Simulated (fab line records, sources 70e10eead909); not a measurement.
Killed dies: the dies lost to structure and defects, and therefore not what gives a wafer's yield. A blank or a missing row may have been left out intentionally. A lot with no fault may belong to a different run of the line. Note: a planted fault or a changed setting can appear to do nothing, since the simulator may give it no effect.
Matching of chambers / flow nand_harc / rie_diel-09 running NHARC_A_CONTACT_DESCUM_13: 4 sister chambers
The step chemistry O2, time 3 s. 4 wafers are shown with their chamber, then 12 later ones without.

== WAFERS WITH THEIR CHAMBER ==
wafer=L086.4; chamber=2; showerhead_plenum_p_Torr (Torr)=1.77
wafer=L087.2; chamber=1; showerhead_plenum_p_Torr (Torr)=1.94
wafer=L087.3; chamber=3; showerhead_plenum_p_Torr (Torr)=2.02
wafer=L087.5; chamber=0; showerhead_plenum_p_Torr (Torr)=1.77

== WAFERS WITHOUT THEIR CHAMBER ==
wafer=L088.1; showerhead_plenum_p_Torr (Torr)=1.94
wafer=L088.3; showerhead_plenum_p_Torr (Torr)=1.77
wafer=L088.4; showerhead_plenum_p_Torr (Torr)=2.02
wafer=L090.2; showerhead_plenum_p_Torr (Torr)=1.77
wafer=L090.4; showerhead_plenum_p_Torr (Torr)=1.77
wafer=L090.5; showerhead_plenum_p_Torr (Torr)=2.02
wafer=L093.2; showerhead_plenum_p_Torr (Torr)=1.76
wafer=L093.4; showerhead_plenum_p_Torr (Torr)=2.02
wafer=L093.6; showerhead_plenum_p_Torr (Torr)=1.93
wafer=L097.1; showerhead_plenum_p_Torr (Torr)=2.02
wafer=L097.4; showerhead_plenum_p_Torr (Torr)=1.77
wafer=L097.5; showerhead_plenum_p_Torr (Torr)=2.02

== CHAMBER TAKEN BY EACH ==
wafer=L088.1; from the rows above=1; in truth=1
wafer=L088.3; from the rows above=can't be placed: 0 or 2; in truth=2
wafer=L088.4; from the rows above=3; in truth=3
wafer=L090.2; from the rows above=can't be placed: 0 or 2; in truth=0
wafer=L090.4; from the rows above=can't be placed: 0 or 2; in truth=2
wafer=L090.5; from the rows above=3; in truth=3
wafer=L093.2; from the rows above=can't be placed: 0 or 2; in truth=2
wafer=L093.4; from the rows above=3; in truth=3
wafer=L093.6; from the rows above=1; in truth=1
wafer=L097.1; from the rows above=3; in truth=3
wafer=L097.4; from the rows above=can't be placed: 0 or 2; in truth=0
wafer=L097.5; from the rows above=3; in truth=3
Placed correctly: 7 of 12. From these rows, 5 cannot be placed; in 5 the true chamber is one of the candidates. Number placed wrongly: 0.
How it was worked out, from the rows above alone: a wafer's distance from a chamber is the root of the sum, over the readings, of the square of ((its reading less the chamber's mean) divided by the reading's scatter). If the next closest chamber is less than 2 further off than the closest, the wafer can't be placed; otherwise it belongs to the closest. For every chamber, the mean is computed from those of its wafers that are shown. The scatter (one wafer shown for each chamber): square how far every hidden wafer sits from the nearest shown wafer, average those squares and take the square root.
